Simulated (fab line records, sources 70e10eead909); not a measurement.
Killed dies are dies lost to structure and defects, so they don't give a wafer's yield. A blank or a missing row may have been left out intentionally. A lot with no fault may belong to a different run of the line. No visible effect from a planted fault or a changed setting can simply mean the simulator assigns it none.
fab line records	flow nand-harc
[record] lots = 24	wafers = 72	last-day = 34
route steps=1302 shown A_BLC@1124 A_M0@1148 A_M1@1179
lots that met no fault: taken from a fault-free run of the same line
start-h: start of the lot's first displayed wafer, in hours after the record's first day	wait-h: hours since the lot's step before	" unchanged from the row above	L1.1+2: one row covering several wafers at once	- value missing, or start not given	* or withheld: withheld	< > ~ a bound
route shown NAME@n: names a module that has steps shown in the file, with the first one's number in the route	usual: mean/standard deviation of fault-free wafers	same: alike in all rows	chamber/n: place in a boat	sites: readings site by site	_std_site: the standard deviation of these	_edge_site: inner sites' mean taken away from outer sites' mean	radius-mm: for every site, how far away it sits from the centre of the wafer	mask NAME#n: copy n	behind: the last tool/chamber to shape the wafer	hold: why the lot was held/for how many hours/how that ended	device: transistor that didn't switch, given as n, p or np	end of line: the route-end tests of the same wafers	for a step that has no rows: nothing shown but its recipe	killed: at the first sort, the dies lost to defects and structure; wafer yield is something else	map: dies across one wafer; x = killed, . = not, _ = none there
set.NAME: setting as actually run; set.NAME@STEP: the setting as run at that earlier step	model.NAME: the simulator's own value behind a step, which no gauge read
route steps across a sampled set of lots; one table per step, one row per wafer
services: the hour from which a tool's chamber was out of use, counted from the record's first day as start-h (under 0 if before that day), plus the number of hours and why
[[steps]]
[step NHARC_A_BLC_CD_MEAS_19]
[usual] cd-nm = 99.5/2.4
lot.wafer	tool	chamber	start-h	wait-h	cd-nm
L074.3	cd-sem-03	-	515.00	-	101.9
L074.5	"	-	"	"	102.6
L074.6	"	-	"	"	99.1
L076.1	cd-sem-01	-	529.37	-	102.3
L076.3	"	-	"	"	98.1
L076.4	"	-	"	"	101.2
L075.2	cd-sem-02	-	530.84	-	96.2
L075.4	"	-	"	"	101.0
L075.5	"	-	"	"	97.5
L077.1	cd-sem-03	-	549.02	-	95.3
L077.4	"	-	"	"	97.8
L077.5	"	-	"	"	97.8
L080.2	cd-sem-03	-	562.09	-	97.4
L080.3	"	-	"	"	99.3
L080.4	"	-	"	"	101.0
L079.1	cd-sem-01	-	565.12	-	97.1
L079.3	"	-	"	"	99.7
L079.4	"	-	"	"	99.8
L078.2	cd-sem-01	-	565.86	-	103.1
L078.3	"	-	"	"	105.3
L078.4	"	-	"	"	102.1
L081.3	cd-sem-03	-	598.70	-	98.5
L081.5	"	-	"	"	101.7
L081.6	"	-	"	"	95.3
L082.1	cd-sem-01	-	599.14	-	103.0
L082.4	"	-	"	"	98.3
L082.6	"	-	"	"	98.4
L083.3	cd-sem-01	-	619.56	-	101.7
L083.4	"	-	"	"	97.7
L083.6	"	-	"	"	100.2
L084.1	cd-sem-02	-	629.30	-	103.1
L084.2	"	-	"	"	102.0
L084.6	"	-	"	"	99.3
L085.1	cd-sem-01	-	642.21	-	101.1
L085.4	"	-	"	"	100.3
L085.5	"	-	"	"	100.9
L087.1	cd-sem-03	-	645.90	-	102.2
L087.5	"	-	"	"	94.6
L087.6	"	-	"	"	97.8
L086.1	cd-sem-02	-	653.57	-	100.8
L086.3	"	-	"	"	99.1
L086.4	"	-	"	"	97.7
L089.1	cd-sem-02	-	661.44	-	100.0
L089.3	"	-	"	"	97.1
L089.6	"	-	"	"	102.6
L088.1	cd-sem-01	-	662.26	-	98.5
L088.5	"	-	"	"	95.2
L088.6	"	-	"	"	100.6
L090.2	cd-sem-01	-	679.10	-	98.9
L090.5	"	-	"	"	96.9
L090.6	"	-	"	"	102.5
L092.2	cd-sem-01	-	694.86	-	99.0
L092.3	"	-	"	"	100.8
L092.5	"	-	"	"	92.9
L091.2	cd-sem-03	-	696.85	-	98.5
L091.3	"	-	"	"	98.5
L091.5	"	-	"	"	97.7
L093.2	cd-sem-03	-	714.70	-	97.7
L093.4	"	-	"	"	98.5
L093.5	"	-	"	"	98.6
L094.2	cd-sem-01	-	716.45	-	101.8
L094.3	"	-	"	"	95.8
L094.5	"	-	"	"	101.4
L096.1	cd-sem-03	-	727.93	-	100.0
L096.3	"	-	"	"	97.2
L096.4	"	-	"	"	95.7
L095.3	cd-sem-03	-	728.17	-	102.8
L095.4	"	-	"	"	102.9
L095.6	"	-	"	"	98.6
L097.1	cd-sem-01	-	779.07	-	100.1
L097.4	"	-	"	"	99.9
L097.5	"	-	"	"	99.1
[step NHARC_A_BLC_DEGAS_30]
[recipe] temp-c = 300	time-s = 60
[usual] heater-power-w = 469/44
[same] time-s = 60
lot.wafer	tool	chamber	start-h	wait-h	heater-power-w
L074.3	pvd-sputter-03	-	515.61	-	424
L074.5	"	-	"	"	467
L074.6	"	-	"	"	517
L076.4	pvd-sputter-02	-	530.01	-	482
L076.1	"	-	"	"	475
L076.3	"	-	"	"	566
L075.4	pvd-sputter-02	-	531.44	-	485
L075.2	"	-	"	"	545
L075.5	"	-	"	"	482
L077.4	pvd-sputter-02	-	549.63	-	488
L077.1	"	-	"	"	473
L077.5	"	-	"	"	490
L080.3	pvd-sputter-03	-	562.69	-	454
L080.4	"	-	"	"	424
L080.2	"	-	"	"	522
L079.1	pvd-sputter-02	-	565.86	-	557
L079.4	"	-	"	"	453
L079.3	"	-	"	"	484
L078.2	pvd-sputter-03	-	566.46	-	407
L078.4	"	-	"	"	518
L078.3	"	-	"	"	453
L081.3	pvd-sputter-02	-	599.32	-	491
L081.5	"	-	"	"	488
L081.6	"	-	"	"	563
L082.1	pvd-sputter-01	-	599.75	-	397
L082.4	"	-	"	"	428
L082.6	"	-	"	"	479
L083.4	pvd-sputter-03	-	620.17	-	508
L083.3	"	-	"	"	460
L083.6	"	-	"	"	425
L084.1	pvd-sputter-01	-	629.91	-	447
L084.2	"	-	"	"	429
L084.6	"	-	"	"	438
L085.1	pvd-sputter-01	-	642.81	-	442
L085.4	"	-	"	"	398
L085.5	"	-	"	"	431
L087.1	pvd-sputter-01	-	646.52	-	404
L087.6	"	-	"	"	483
L087.5	"	-	"	"	439
L086.3	pvd-sputter-02	-	654.17	-	456
L086.4	"	-	"	"	577
L086.1	"	-	"	"	465
L089.1	pvd-sputter-01	-	662.04	-	391
L089.3	"	-	"	"	492
L089.6	"	-	"	"	395
L088.1	pvd-sputter-03	-	662.86	-	520
L088.5	"	-	"	"	528
L088.6	"	-	"	"	462
L090.2	pvd-sputter-02	-	679.72	-	486
L090.6	"	-	"	"	467
L090.5	"	-	"	"	468
L092.2	pvd-sputter-01	-	695.47	-	386
L092.3	"	-	"	"	456
L092.5	"	-	"	"	403
L091.2	pvd-sputter-01	-	697.47	-	397
L091.3	"	-	"	"	446
L091.5	"	-	"	"	475
L093.4	pvd-sputter-03	-	715.36	-	417
L093.2	"	-	"	"	512
L093.5	"	-	"	"	424
L094.2	pvd-sputter-01	-	717.06	-	443
L094.3	"	-	"	"	402
L094.5	"	-	"	"	450
L096.4	pvd-sputter-02	-	728.54	-	580
L096.3	"	-	"	"	478
L096.1	"	-	"	"	480
L095.3	pvd-sputter-03	-	728.79	-	420
L095.4	"	-	"	"	533
L095.6	"	-	"	"	493
L097.1	pvd-sputter-01	-	779.67	-	461
L097.4	"	-	"	"	393
L097.5	"	-	"	"	464
[step NHARC_A_M0_OVL_MEAS_10]
[recipe] pitch-nm = 160
[usual] overlay-x-nm = 0.2/0.93	overlay-y-nm = 0.0/0.81
lot.wafer	tool	chamber	start-h	wait-h	overlay-x-nm	overlay-y-nm
L074.3	overlay-02	-	518.01	-	0.3	0.3
L074.5	"	-	"	"	0.8	0.0
L074.6	"	-	"	"	0.3	-0.8
L076.1	overlay-01	-	532.24	-	0.7	0.8
L076.3	"	-	"	"	1.3	0.8
L076.4	"	-	"	"	1.0	1.4
L075.2	overlay-01	-	533.80	-	1.8	0.6
L075.4	"	-	"	"	1.3	0.1
L075.5	"	-	"	"	1.6	0.3
L077.1	overlay-02	-	551.86	-	-0.1	0.7
L077.4	"	-	"	"	-1.2	0.7
L077.5	"	-	"	"	-0.7	0.9
L080.2	overlay-02	-	565.05	-	-0.1	-0.9
L080.3	"	-	"	"	-0.3	-0.8
L080.4	"	-	"	"	-0.3	-1.4
L079.1	overlay-02	-	568.22	-	0.4	-0.4
L079.3	"	-	"	"	-0.2	-0.8
L079.4	"	-	"	"	0.6	-0.8
L078.2	overlay-02	-	568.82	-	-0.2	-0.5
L078.3	"	-	"	"	0.1	-0.5
L078.4	"	-	"	"	-0.3	-1.4
L081.3	overlay-02	-	601.72	-	-0.4	0.9
L081.5	"	-	"	"	0.2	0.1
L081.6	"	-	"	"	0.0	0.2
L082.1	overlay-02	-	602.00	-	-0.4	-1.8
L082.4	"	-	"	"	-0.4	-1.7
L082.6	"	-	"	"	-0.2	-1.2
L083.3	overlay-01	-	622.67	-	-1.5	-0.2
L083.4	"	-	"	"	-1.0	0.2
L083.6	"	-	"	"	-1.5	0.7
L084.1	overlay-01	-	632.26	-	1.9	-0.2
L084.2	"	-	"	"	1.5	-0.7
L084.6	"	-	"	"	1.8	-0.2
L085.1	overlay-02	-	645.50	-	-0.4	-0.3
L085.4	"	-	"	"	0.0	-0.5
L085.5	"	-	"	"	-0.1	-0.7
L087.1	overlay-01	-	649.00	-	0.0	-0.5
L087.5	"	-	"	"	0.0	-0.2
L087.6	"	-	"	"	0.4	-0.7
L086.1	overlay-02	-	656.55	-	1.1	-0.2
L086.3	"	-	"	"	1.5	0.2
L086.4	"	-	"	"	0.8	0.1
L089.1	overlay-01	-	664.41	-	-1.6	-1.3
L089.3	"	-	"	"	-1.0	-0.7
L089.6	"	-	"	"	-1.1	-1.6
L088.1	overlay-02	-	665.22	-	2.4	1.5
L088.5	"	-	"	"	2.1	0.9
L088.6	"	-	"	"	1.5	1.0
L090.2	overlay-01	-	681.94	-	-0.6	-1.8
L090.5	"	-	"	"	0.1	-1.6
L090.6	"	-	"	"	-0.3	-1.6
L092.2	overlay-01	-	697.70	-	0.0	0.5
L092.3	"	-	"	"	0.4	0.2
L092.5	"	-	"	"	0.9	-0.1
L091.2	overlay-02	-	699.71	-	0.3	0.7
L091.3	"	-	"	"	0.0	0.3
L091.5	"	-	"	"	0.5	1.2
L093.2	overlay-01	-	718.17	-	-0.7	0.1
L093.4	"	-	"	"	-1.2	-0.1
L093.5	"	-	"	"	-1.3	0.5
L094.2	overlay-02	-	719.41	-	-0.2	1.2
L094.3	"	-	"	"	-1.1	1.6
L094.5	"	-	"	"	-0.4	1.5
L096.1	overlay-02	-	730.94	-	1.1	-0.2
L096.3	"	-	"	"	0.8	0.1
L096.4	"	-	"	"	0.2	-0.3
L095.3	overlay-01	-	731.16	-	2.0	-0.7
L095.4	"	-	"	"	1.9	-0.1
L095.6	"	-	"	"	2.2	0.1
L097.1	overlay-02	-	782.05	-	1.0	0.4
L097.4	"	-	"	"	0.8	0.5
L097.5	"	-	"	"	0.5	0.3
[step NHARC_A_M0_INSPECT_11]
[usual] raw-defect-count = 82/32
lot.wafer	tool	chamber	start-h	wait-h	raw-defect-count
L074.3	defect-inspect-02	-	518.05	0.0	53
L074.5	"	-	"	"	43
L074.6	"	-	"	"	50
L076.1	defect-inspect-01	-	532.28	0.0	118
L076.3	"	-	"	"	101
L076.4	"	-	"	"	109
L075.2	defect-inspect-01	-	533.83	0.0	59
L075.4	"	-	"	"	58
L075.5	"	-	"	"	67
L077.1	defect-inspect-02	-	551.89	0.0	73
L077.4	"	-	"	"	62
L077.5	"	-	"	"	63
L080.2	defect-inspect-02	-	565.09	0.0	107
L080.3	"	-	"	"	118
L080.4	"	-	"	"	99
L079.1	defect-inspect-01	-	568.26	0.0	27
L079.3	"	-	"	"	24
L079.4	"	-	"	"	20
L078.2	defect-inspect-01	-	568.86	0.0	91
L078.3	"	-	"	"	107
L078.4	"	-	"	"	99
L081.3	defect-inspect-02	-	601.76	0.0	62
L081.5	"	-	"	"	66
L081.6	"	-	"	"	65
L082.1	defect-inspect-01	-	602.04	0.0	112
L082.4	"	-	"	"	118
L082.6	"	-	"	"	119
L083.3	defect-inspect-01	-	622.70	0.0	35
L083.4	"	-	"	"	47
L083.6	"	-	"	"	42
L084.1	defect-inspect-01	-	632.30	0.0	67
L084.2	"	-	"	"	71
L084.6	"	-	"	"	60
L085.1	defect-inspect-01	-	645.53	0.0	143
L085.4	"	-	"	"	121
L085.5	"	-	"	"	138
L087.1	defect-inspect-01	-	649.03	0.0	52
L087.5	"	-	"	"	61
L087.6	"	-	"	"	47
L086.1	defect-inspect-01	-	656.59	0.0	83
L086.3	"	-	"	"	72
L086.4	"	-	"	"	82
L089.1	defect-inspect-01	-	664.45	0.0	83
L089.3	"	-	"	"	83
L089.6	"	-	"	"	74
L088.1	defect-inspect-01	-	665.26	0.0	97
L088.5	"	-	"	"	108
L088.6	"	-	"	"	101
L090.2	defect-inspect-01	-	681.98	0.0	110
L090.5	"	-	"	"	116
L090.6	"	-	"	"	114
L092.2	defect-inspect-01	-	697.74	0.0	118
L092.3	"	-	"	"	129
L092.5	"	-	"	"	106
L091.2	defect-inspect-02	-	699.75	0.0	66
L091.3	"	-	"	"	60
L091.5	"	-	"	"	74
L093.2	defect-inspect-01	-	718.21	0.0	48
L093.4	"	-	"	"	33
L093.5	"	-	"	"	31
L094.2	defect-inspect-01	-	719.45	0.0	136
L094.3	"	-	"	"	130
L094.5	"	-	"	"	145
L096.1	defect-inspect-01	-	730.97	0.0	95
L096.3	"	-	"	"	91
L096.4	"	-	"	"	91
L095.3	defect-inspect-02	-	731.19	0.0	76
L095.4	"	-	"	"	66
L095.6	"	-	"	"	63
L097.1	defect-inspect-01	-	782.08	0.0	71
L097.4	"	-	"	"	58
L097.5	"	-	"	"	72
[step NHARC_A_M1_CD_MEAS_09]
[recipe] target-cd-nm = 120	landing-energy-ev = 500
[usual] cd-nm = 120.0/0.63
[same] landing-energy-ev = 500
lot.wafer	tool	chamber	start-h	wait-h	cd-nm
L074.3	cd-sem-02	0	521.99	-	120.3
L074.5	"	0	"	"	120.0
L074.6	"	0	"	"	119.7
L076.1	cd-sem-01	0	536.08	-	119.6
L076.3	"	0	"	"	120.8
L076.4	"	0	"	"	121.2
L075.2	cd-sem-03	0	537.76	-	119.9
L075.4	"	0	"	"	119.7
L075.5	"	0	"	"	120.1
L077.1	cd-sem-01	0	555.85	-	120.1
L077.4	"	0	"	"	119.3
L077.5	"	0	"	"	119.8
L080.2	cd-sem-02	0	568.89	-	120.3
L080.3	"	0	"	"	120.2
L080.4	"	0	"	"	121.9
L079.1	cd-sem-02	0	572.19	-	120.6
L079.3	"	0	"	"	120.7
L079.4	"	0	"	"	120.7
L078.2	cd-sem-01	0	572.78	-	119.7
L078.3	"	0	"	"	119.5
L078.4	"	0	"	"	118.6
L081.3	cd-sem-03	0	605.71	-	119.1
L081.5	"	0	"	"	119.0
L081.6	"	0	"	"	119.4
L082.1	cd-sem-01	0	606.04	-	119.4
L082.4	"	0	"	"	120.9
L082.6	"	0	"	"	119.9
L083.3	cd-sem-01	0	627.18	-	120.6
L083.4	"	0	"	"	121.1
L083.6	"	0	"	"	120.4
L084.1	cd-sem-02	0	636.54	-	119.7
L084.2	"	0	"	"	120.3
L084.6	"	0	"	"	120.1
L085.1	cd-sem-03	0	649.49	-	118.9
L085.4	"	0	"	"	119.2
L085.5	"	0	"	"	120.2
L087.1	cd-sem-02	0	652.83	-	119.8
L087.5	"	0	"	"	119.5
L087.6	"	0	"	"	120.0
L086.1	cd-sem-02	0	660.53	-	119.7
L086.3	"	0	"	"	119.2
L086.4	"	0	"	"	120.2
L089.1	cd-sem-01	0	668.40	-	119.6
L089.3	"	0	"	"	119.9
L089.6	"	0	"	"	119.0
L088.1	cd-sem-01	0	669.19	-	121.2
L088.5	"	0	"	"	120.0
L088.6	"	0	"	"	119.9
L090.2	cd-sem-02	0	685.92	-	120.9
L090.5	"	0	"	"	119.9
L090.6	"	0	"	"	120.3
L092.2	cd-sem-02	0	701.71	-	120.8
L092.3	"	0	"	"	119.7
L092.5	"	0	"	"	120.0
L091.2	cd-sem-01	0	703.56	-	119.2
L091.3	"	0	"	"	120.3
L091.5	"	0	"	"	120.4
L093.2	cd-sem-03	0	722.03	-	121.0
L093.4	"	0	"	"	121.1
L093.5	"	0	"	"	121.0
L094.2	cd-sem-01	0	723.38	-	119.9
L094.3	"	0	"	"	119.8
L094.5	"	0	"	"	119.4
L096.1	cd-sem-03	0	734.90	-	119.9
L096.3	"	0	"	"	119.8
L096.4	"	0	"	"	119.8
L095.3	cd-sem-02	0	735.10	-	120.4
L095.4	"	0	"	"	120.4
L095.6	"	0	"	"	119.6
L097.1	cd-sem-02	0	786.03	-	119.1
L097.4	"	0	"	"	119.3
L097.5	"	0	"	"	119.9
[step NHARC_A_M1_THK_MEAS_24]
[recipe] thk-meas-gauge = xrf
[usual] thk-nm = 154.4/1.5
lot.wafer	tool	chamber	start-h	wait-h	thk-nm
L074.3	film-metro-02	-	524.59	-	156.6
L074.5	"	-	"	"	154.7
L074.6	"	-	"	"	155.3
L076.1	film-metro-01	-	538.68	-	157.0
L076.3	"	-	"	"	153.0
L076.4	"	-	"	"	157.9
L075.2	film-metro-02	-	540.36	-	153.4
L075.4	"	-	"	"	154.2
L075.5	"	-	"	"	155.7
L077.1	film-metro-02	-	558.44	-	155.1
L077.4	"	-	"	"	154.9
L077.5	"	-	"	"	154.7
L080.2	film-metro-01	-	571.49	-	154.3
L080.3	"	-	"	"	155.6
L080.4	"	-	"	"	153.5
L079.1	film-metro-02	-	574.79	-	155.6
L079.3	"	-	"	"	154.8
L079.4	"	-	"	"	153.6
L078.2	film-metro-02	-	575.39	-	156.6
L078.3	"	-	"	"	153.9
L078.4	"	-	"	"	153.7
L081.3	film-metro-02	-	608.35	-	153.2
L081.5	"	-	"	"	154.1
L081.6	"	-	"	"	152.8
L082.1	film-metro-02	-	608.73	-	154.0
L082.4	"	-	"	"	151.8
L082.6	"	-	"	"	153.7
L083.3	film-metro-01	-	629.78	-	155.5
L083.4	"	-	"	"	152.1
L083.6	"	-	"	"	155.0
L084.1	film-metro-01	-	639.16	-	153.3
L084.2	"	-	"	"	153.0
L084.6	"	-	"	"	153.5
L085.1	film-metro-01	-	652.18	-	155.4
L085.4	"	-	"	"	153.3
L085.5	"	-	"	"	152.8
L087.1	film-metro-01	-	655.43	-	154.6
L087.5	"	-	"	"	155.6
L087.6	"	-	"	"	154.0
L086.1	film-metro-01	-	663.15	-	154.8
L086.3	"	-	"	"	155.8
L086.4	"	-	"	"	153.0
L089.1	film-metro-01	-	671.03	-	157.1
L089.3	"	-	"	"	154.3
L089.6	"	-	"	"	153.2
L088.1	film-metro-01	-	671.84	-	155.4
L088.5	"	-	"	"	155.1
L088.6	"	-	"	"	154.0
L090.2	film-metro-01	-	688.52	-	153.0
L090.5	"	-	"	"	154.8
L090.6	"	-	"	"	154.2
L092.2	film-metro-02	-	704.37	-	153.2
L092.3	"	-	"	"	152.5
L092.5	"	-	"	"	153.1
L091.2	film-metro-01	-	706.24	-	151.8
L091.3	"	-	"	"	154.1
L091.5	"	-	"	"	155.3
L093.2	film-metro-02	-	724.68	-	155.1
L093.4	"	-	"	"	153.4
L093.5	"	-	"	"	154.0
L094.2	film-metro-01	-	726.02	-	152.3
L094.3	"	-	"	"	153.7
L094.5	"	-	"	"	154.2
L096.1	film-metro-01	-	737.52	-	156.0
L096.3	"	-	"	"	154.8
L096.4	"	-	"	"	154.9
L095.3	film-metro-02	-	737.83	-	153.1
L095.4	"	-	"	"	156.0
L095.6	"	-	"	"	154.2
L097.1	film-metro-01	-	788.75	-	155.3
L097.4	"	-	"	"	153.5
L097.5	"	-	"	"	152.7
[[services]]
tool	chamber	start-h	hours	kind
pvd-sputter-01	-	504.72	1.1	repair
pvd-sputter-03	-	526.00	10.0	pm
pvd-sputter-01	-	563.59	2.2	repair
pvd-sputter-01	-	571.11	7.1	repair
pvd-sputter-02	-	581.01	4.6	repair
pvd-sputter-01	-	596.88	1.0	repair
pvd-sputter-02	-	638.05	10.0	pm
pvd-sputter-03	-	649.28	11.3	repair
pvd-sputter-03	-	698.80	2.1	repair
pvd-sputter-03	-	704.00	10.0	pm
pvd-sputter-01	-	709.21	2.4	repair
pvd-sputter-01	-	736.16	2.0	repair
[[key]]
fault none
